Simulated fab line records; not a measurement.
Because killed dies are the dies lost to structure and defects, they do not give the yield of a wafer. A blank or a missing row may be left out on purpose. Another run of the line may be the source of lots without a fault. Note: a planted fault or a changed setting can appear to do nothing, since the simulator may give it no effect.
A struck lot beside a sound one | flow n5 finfet | 14 steps out of a route of 1938
Sound: the wafers L686.4, L686.5, L686.6. Struck: wafer L698.2. (L698.3, L698.5 of the same lot were not struck and are left out.) The cause comes at the end.
Order at every step that has rows: each side's tool, ch and its chambers, its first start. Under that, the readings that differ: sound wafers | struck wafers | difference of the means | sigmas: that difference in standard deviations of wafers without a fault.
alike: same words and numbers on both sides, and readings whose means sit less than 2 such deviations apart. not compared: any withheld reading, any reading some wafer has no value for, any bound like >300 that may hide the same value, and any number with overlapping values for which the record gives no deviation.
A row with sigmas, a row that says differs or no value, or rows on one side alone: a step with any of these is where the two part. When numbers do not overlap yet have no deviation, they are printed without sigmas and do not part them. A reading missing from all wafers of one side parts the sides only when that side holds two or more wafers.

N5_BEOL_M7_STRIP_80: strips in N2/H2, time 10 s.
  sound: rie diel-04 ch 1,2; struck: rie diel-05 ch 2
  alike: drypump motor current A, oes product au, rf vpp V, showerhead plenum p Torr, throttle valve pct
  not compared: rf hours counter h
N5_BEOL_M7_OCD_MEAS_38:
  sound: ocd-02 at day 11 02:25; struck: ocd-01 at day 14 03:51
  alike: trench depth nm
then, 4 steps without rows for these wafers: N5_BEOL_M7_HM_STRIP_39 (strips TiN in peroxide tin strip, target depth 25 nm, time 158 s); N5_BEOL_M7_SRD_40 (time 30 s); N5_BEOL_M7_PRECLEAN_42 (cleans in residue remover, time 60 s); N5_BEOL_M7_SRD_43 (time 30 s).
N5_BEOL_M7_CD_MEAS_35 targets a cd of 40 nm.
  sound: cd sem-03 at day 11 02:34; struck: cd sem-02 at day 14 04:00
  alike: cd nm
N5_BEOL_M7_CURE_75: cures SiCOH lowk, time 120 s.
  sound on uv cure-03 ch 2, day 11 02:46; struck on uv cure-02 ch 2, day 14 04:05
  alike: lamp power pct, wafer_temp_C_max
then, 1 step without rows for these wafers: N5_BEOL_M7_DEGAS_44 (time 60 s).
N5_BEOL_M7_PRE_CLEAN_45: time 30 s.
  sound: pvd sputter-02 at day 11 03:17; struck: pvd sputter-01 at day 14 04:47
  alike: heater power w
N5_BEOL_M7_ALD_77: deposits TaN, target thk 2 nm, pulse time 2 s, purge time 3 s.
  sound on ald metal-03 ch 1,2,3, day 11 03:22; struck on ald metal-04 ch 3, day 14 04:58
  alike: heater power w, precursor vessel carrier sccm
next, for these wafers, 1 step has no rows: N5_BEOL_M7_SURFACE_TREAT_79.
N5_BEOL_M7_CVD_78: deposits Co from CCTBA/H2, target thk 2 nm, time 142.3 s.
  sound on cvd co-02 ch 0,1,2, day 11 04:38; struck on cvd co-01 ch 0, day 14 05:34
  reading          | sound             | struck | difference | sigmas
  run length s (s) | 164.6 165.6 165.5 | 211.6  | +46.4      | +97
N5_BEOL_M7_SPUTTER_48: material Cu, target thk 10 nm, time 1.667 s.
  sound: pvd sputter-01 at day 11 04:50; struck: pvd sputter-01 at day 14 05:51
  alike: chamber pressure pa, throttle valve pct

== WHERE THEY PART ==
At N5_BEOL_M7_CVD_78 and nowhere else, as far as this record goes. Later steps at which nothing parts them and some readings are alike: N5_BEOL_M7_SPUTTER_48.

WHY: the cause the simulator had injected
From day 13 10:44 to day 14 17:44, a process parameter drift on cvd co-01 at N5_BEOL_M7_CVD_78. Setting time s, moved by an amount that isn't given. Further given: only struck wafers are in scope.
